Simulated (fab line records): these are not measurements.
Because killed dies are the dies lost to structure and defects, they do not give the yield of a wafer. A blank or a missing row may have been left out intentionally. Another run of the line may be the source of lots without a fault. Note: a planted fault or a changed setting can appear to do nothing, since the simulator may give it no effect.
Split-lot experiment ; flow n5Finfet ; 21 wafers read across 7 lots, on a route 1938 steps long

ON THE SPLIT
At N5_BEOL_M7_ETCH_66 (etches SOC in N2/H2, target depth 80 nm, overetch 16 nm, time 120 s), the setting timeS was moved away from the recipe's 120 s on 8 of the 21 wafers read, by -6.2% to +20.5%. All remaining wafers had this setting at the recipe value.

The reading comes from the split's own step.

THE READING
SiARC_of_BEOL_M7_COAT_64.thkNm (the simulator's own value, which no gauge read), in nm, at N5_BEOL_M7_ETCH_66 (etches SOC in N2/H2, target depth 80 nm, overetch 16 nm, time 120 s). The file gives no usual value for it. Average 6.4 nm, standard deviation 0.22 nm, over the 13 wafers here run with the recipe.

wafer;tool, chamber at the split;timeS as run, s;against the recipe;SiARC_of_BEOL_M7_COAT_64.thkNm, nm;against lot-mates on the recipe
L078.1;rieDiel-06, 2;112.7;-6.1%;7;+0.5
L078.4;rieDiel-06, 0;120;recipe;6.8;-
L078.6;rieDiel-06, 3;120;recipe;6.2;-
L079.2;rieDiel-05, 3;144.6;+20.5%;5.4;-0.8
L079.3;rieDiel-05, 2;120;recipe;6.2;-
L079.5;rieDiel-05, 2;144.6;+20.5%;5;-1.2
L089.2;rieDiel-01, 2;144;+20.0%;5.2;-1.0
L089.4;rieDiel-01, 1;120;recipe;6.2;-
L089.5;rieDiel-01, 1;120;recipe;6.2;-
L092.2;rieDiel-05, 1;112.5;-6.2%;6.4;no lot-mate on the recipe
L092.5;rieDiel-05, 1;112.5;-6.2%;6.4;no lot-mate on the recipe
L092.3;rieDiel-05, 2;112.5;-6.2%;6.6;no lot-mate on the recipe
L091.1;rieDiel-06, 2;141.1;+17.6%;5.6;-0.9
L091.3;rieDiel-06, 3;120;recipe;6.4;-
L091.4;rieDiel-06, 1;120;recipe;6.6;-
L093.3;rieDiel-05, 0,0,2;120;recipe;6.2;-
L093.5;rieDiel-05, 0,0,2;120;recipe;6.2;-
L093.6;rieDiel-05, 0,0,2;120;recipe;6.2;-
L097.2;rieDiel-01, 2;120;recipe;6.4;-
L097.3;rieDiel-01, 0;120;recipe;6.8;-
L097.4;rieDiel-01, 1;120;recipe;6.2;-
Where a row lists several chambers, the file gives one row for several wafers and doesn't say which wafer went through which chamber.

FIT RESULTS
A straight line over all 21 wafers: SiARC_of_BEOL_M7_COAT_64.thkNm changes by -0.052 nm for each +1% of timeS; r = -0.90; the points scatter about the line by 0.23 nm.
The same after taking each lot's own level away (the mean of its wafers on the recipe; 18 wafers): -0.0511 nm for each +1%; r = -0.93; scatter 0.18 nm.
According to that fit, moving timeS by its largest amount changes the reading by 1 nm.
The span of the lots' own levels, 6.20 to 6.50 nm, comes to 1.3 times the standard deviation stated above.
So the lot-to-lot level changes the slope little: the two slopes agree.
Check: -1.11 nm against its lot-mates is what the line predicts for one of the wafers moved furthest among these (+20.5%) when that wafer is left out of the fit. It came out at -0.8 nm against them.

THESE WAFERS: OTHER SPLITS
Other splits were also applied to these wafers ahead of the reading. Each is held against what the fit with the lots' levels taken away leaves over:
other split on the same wafers;wafers away from the commonest value;r with SiARC_of_BEOL_M7_COAT_64.thkNm (lot level and that fit taken away)
N5_BEOL_M4_EXPOSE_25 doseMj;7;+0.10
N5_BEOL_M7_ILD_DEP_00 timeS;4;-0.17
N5_BEOL_M7_HM_DEP_02 targetThkA;7;-0.12

THE FILE'S OWN FIT
SiARC_of_BEOL_M7_COAT_64.thkNm changes by -0.0509 nm for each +1% of timeS, r = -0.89.
